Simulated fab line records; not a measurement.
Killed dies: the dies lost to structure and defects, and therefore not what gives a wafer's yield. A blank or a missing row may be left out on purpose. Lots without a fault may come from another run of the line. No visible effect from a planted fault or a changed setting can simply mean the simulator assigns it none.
Matching of chambers | flow nand_harc | NHARC_A_BONDPAD_CMP_19 on cmp-03 has 4 sister chambers
The step polishes, t overpolish 30 s, cu recess touch 16 s, target thk 169.8 nm. 8 wafers are shown with their chamber, then 6 later ones without.

## WAFERS WITH THEIR CHAMBER
wafer  | chamber | motor_current_A (A) | overpolish_run_s (s)
L469.5 | 3       | 12.8                | 30.013
L469.6 | 0       | 12.3                | 30.009
L474.3 | 3       | 13.2                | 29.997
L474.5 | 2       | 11.8                | 30.004
L474.6 | 1       | 13.0                | 30.017
L481.2 | 0       | 12.3                | 30.026
L481.3 | 2       | 12.1                | 30.007
L481.5 | 1       | 13.0                | 29.997

## WAFERS MISSING THEIR CHAMBER
wafer  | motor_current_A (A) | overpolish_run_s (s)
L483.4 | 12.7                | 29.997
L483.5 | 13.8                | 30.004
L483.6 | 12.3                | 29.998
L486.3 | 13.2                | 29.987
L486.4 | 12.7                | 29.986
L486.5 | 12.8                | 30.007

## THE CHAMBER EACH PASSED THROUGH
wafer  | from the rows above          | in truth
L483.4 | can't be placed: 3 or 1 or 0 | 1
L483.5 | can't be placed: 3 or 1      | 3
L483.6 | can't be placed: 0 or 2      | 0
L486.3 | can't be placed: 3 or 1      | 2
L486.4 | can't be placed: 3 or 1 or 0 | 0
L486.5 | can't be placed: 1 or 3 or 0 | 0
Correct placement for 0 of the 6. From these rows, 6 cannot be placed; in 5 the true chamber is one of the candidates. Placed wrongly: 0.
How it was worked out, from the rows above alone: a wafer's distance from a chamber is the root of the sum, over the readings, of the square of ((its reading less the chamber's mean) divided by the reading's scatter). The wafer belongs to the nearest chamber; if the next one is less than 2 further off, it can't be placed. A chamber's mean is the mean of its shown wafers. The scatter: the root of (the sum of the squares of (reading less its chamber's mean) over the shown wafers, divided by (wafers less chambers)).
